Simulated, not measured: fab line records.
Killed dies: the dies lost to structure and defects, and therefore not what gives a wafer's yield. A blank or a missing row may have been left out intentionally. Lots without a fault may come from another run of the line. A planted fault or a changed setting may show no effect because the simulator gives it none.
Split-lot experiment :: flow n5-finfet :: 7 lots, 21 wafers read, on a route of 1938 steps

## THE SPLIT ITSELF
At N5_BEOL_M8_ILD_DEP_00 (deposits SiCOH lowk from DEMS/porogen, target thk 179.75 nm, time 33.4 s), the setting time-s was moved away from the recipe's 33.4 s on 7 of the 21 wafers read, by -7.0% to +4.7%. This setting was run at the recipe's value on the other wafers.

## FROM THE SPLIT TO THE READING: what the file shows between them, 1 step
- N5_BEOL_M8_CURE_74: cures SiCOH lowk, time 240 s

## THE READING
M8_ILD_THK in nanometres, read at N5_BEOL_M8_THK_MEAS_01. On this fab line, fault-free wafers typically give 155.2 nm with a standard deviation of 2.1 nm.

wafer: L076.1
tool, chamber at the split: pecvd-02, 1
time-s as run, s: 31.06
against the recipe: -7.0%
M8_ILD_THK, nm: 143.5
against lot-mates on the recipe: -13.3

wafer: L076.3
tool, chamber at the split: pecvd-02, 0
time-s as run, s: 31.06
against the recipe: -7.0%
M8_ILD_THK, nm: 144.9
against lot-mates on the recipe: -11.9

wafer: L076.6
tool, chamber at the split: pecvd-02, 1
time-s as run, s: 33.4
against the recipe: recipe
M8_ILD_THK, nm: 156.8
against lot-mates on the recipe: -

wafer: L080.2
tool, chamber at the split: pecvd-02, 0
time-s as run, s: 33.4
against the recipe: recipe
M8_ILD_THK, nm: 155.8
against lot-mates on the recipe: -

wafer: L080.4
tool, chamber at the split: pecvd-02, 1
time-s as run, s: 33.4
against the recipe: recipe
M8_ILD_THK, nm: 157.9
against lot-mates on the recipe: -

wafer: L080.6
tool, chamber at the split: pecvd-02, 0
time-s as run, s: 33.4
against the recipe: recipe
M8_ILD_THK, nm: 158.5
against lot-mates on the recipe: -

wafer: L079.2
tool, chamber at the split: pecvd-04, 0
time-s as run, s: 33.4
against the recipe: recipe
M8_ILD_THK, nm: 155.9
against lot-mates on the recipe: -

wafer: L079.3
tool, chamber at the split: pecvd-04, 1
time-s as run, s: 33.4
against the recipe: recipe
M8_ILD_THK, nm: 154.6
against lot-mates on the recipe: -

wafer: L079.5
tool, chamber at the split: pecvd-04, 2
time-s as run, s: 33.4
against the recipe: recipe
M8_ILD_THK, nm: 155.4
against lot-mates on the recipe: -

wafer: L084.3
tool, chamber at the split: pecvd-03, 1
time-s as run, s: 33.4
against the recipe: recipe
M8_ILD_THK, nm: 152.0
against lot-mates on the recipe: -

wafer: L084.4
tool, chamber at the split: pecvd-03, 2
time-s as run, s: 31.07
against the recipe: -7.0%
M8_ILD_THK, nm: 142.8
against lot-mates on the recipe: -10.6

wafer: L084.6
tool, chamber at the split: pecvd-03, 1
time-s as run, s: 33.4
against the recipe: recipe
M8_ILD_THK, nm: 154.8
against lot-mates on the recipe: -

wafer: L088.2
tool, chamber at the split: pecvd-02, 0
time-s as run, s: 34.98
against the recipe: +4.7%
M8_ILD_THK, nm: 161.1
against lot-mates on the recipe: +6.6

wafer: L088.4
tool, chamber at the split: pecvd-02, 2
time-s as run, s: 33.4
against the recipe: recipe
M8_ILD_THK, nm: 154.5
against lot-mates on the recipe: -

wafer: L088.6
tool, chamber at the split: pecvd-02, 0
time-s as run, s: 34.98
against the recipe: +4.7%
M8_ILD_THK, nm: 161.8
against lot-mates on the recipe: +7.3

wafer: L094.1
tool, chamber at the split: pecvd-02, 2
time-s as run, s: 31.12
against the recipe: -6.8%
M8_ILD_THK, nm: 145.6
against lot-mates on the recipe: -8.4

wafer: L094.3
tool, chamber at the split: pecvd-02, 1
time-s as run, s: 33.4
against the recipe: recipe
M8_ILD_THK, nm: 154.0
against lot-mates on the recipe: -

wafer: L094.5
tool, chamber at the split: pecvd-02, 2
time-s as run, s: 31.12
against the recipe: -6.8%
M8_ILD_THK, nm: 150.5
against lot-mates on the recipe: -3.5

wafer: L097.1
tool, chamber at the split: pecvd-02, 1
time-s as run, s: 33.4
against the recipe: recipe
M8_ILD_THK, nm: 152.1
against lot-mates on the recipe: -

wafer: L097.2
tool, chamber at the split: pecvd-02, 0
time-s as run, s: 33.4
against the recipe: recipe
M8_ILD_THK, nm: 153.5
against lot-mates on the recipe: -

wafer: L097.6
tool, chamber at the split: pecvd-02, 0
time-s as run, s: 33.4
against the recipe: recipe
M8_ILD_THK, nm: 155.5
against lot-mates on the recipe: -

THE FIT
A straight line over all 21 wafers: M8_ILD_THK changes by +1.38 nm for each +1% of time-s; r = +0.93; the points scatter about the line by 2.1 nm.
The same after taking each lot's own level away (the mean of its wafers on the recipe; 21 wafers): +1.4 nm for each +1%; r = +0.94; scatter 1.9 nm.
On that fit, the largest move of time-s shifts the reading by 9.8 nm.
Measured against the standard deviation above, the lots' own levels, which go from 153.40 to 157.40 nm, span 1.9 times it.
Consequently the slope shifts little with the lot-to-lot level, the two slopes agreeing.
Check: for one of the wafers moved furthest among these (-7.0%), held out of the fit, the line's prediction against its lot-mates is -8.97 nm. It came out at -13.3 nm against them.

## THESE WAFERS: OTHER SPLITS
Note: prior to the reading, these wafers also went through further splits. Each is held against what the fit with the lots' levels taken away leaves over:
other split on the same wafers: N5_BEOL_M5_COAT_22 spin-rpm
wafers away from the commonest value: 9
r with M8_ILD_THK (lot level and that fit taken away): +0.30

other split on the same wafers: N5_BEOL_M6_COAT_59 spin-rpm
wafers away from the commonest value: 7
r with M8_ILD_THK (lot level and that fit taken away): +0.08

other split on the same wafers: N5_BEOL_M7_ILD_DEP_00 temp-c
wafers away from the commonest value: 7
r with M8_ILD_THK (lot level and that fit taken away): -0.03

other split on the same wafers: N5_BEOL_M7_PECVD_70 temp-c
wafers away from the commonest value: 6
r with M8_ILD_THK (lot level and that fit taken away): +0.27

## THE WHOLE CHAIN: every reading that the file lists as answering this split, in the file's order
step: N5_BEOL_M8_ILD_DEP_00
what it does: deposits SiCOH lowk from DEMS/porogen, target thk 179.75 nm, time 33.4 s
reading: SiCOH_lowk_of_BEOL_M8_ILD_DEP_00.thk-nm (the simulator's own value, which no gauge read)
change (the file's fit): +1.62 nm for each +1% of the setting
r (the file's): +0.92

step: N5_BEOL_M8_CURE_74
what it does: cures SiCOH lowk, time 240 s
reading: SiCOH_lowk_of_BEOL_M8_ILD_DEP_00.thk-nm (the simulator's own value, which no gauge read)
change (the file's fit): +1.4 nm for each +1% of the setting
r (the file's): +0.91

step: N5_BEOL_M8_THK_MEAS_01
what it does: 
reading: M8_ILD_THK
change (the file's fit): +1.41 for each +1% of the setting
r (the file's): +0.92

## THE FILE'S OWN FIT
M8_ILD_THK changes by +1.41 nm for each +1% of time-s, r = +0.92.
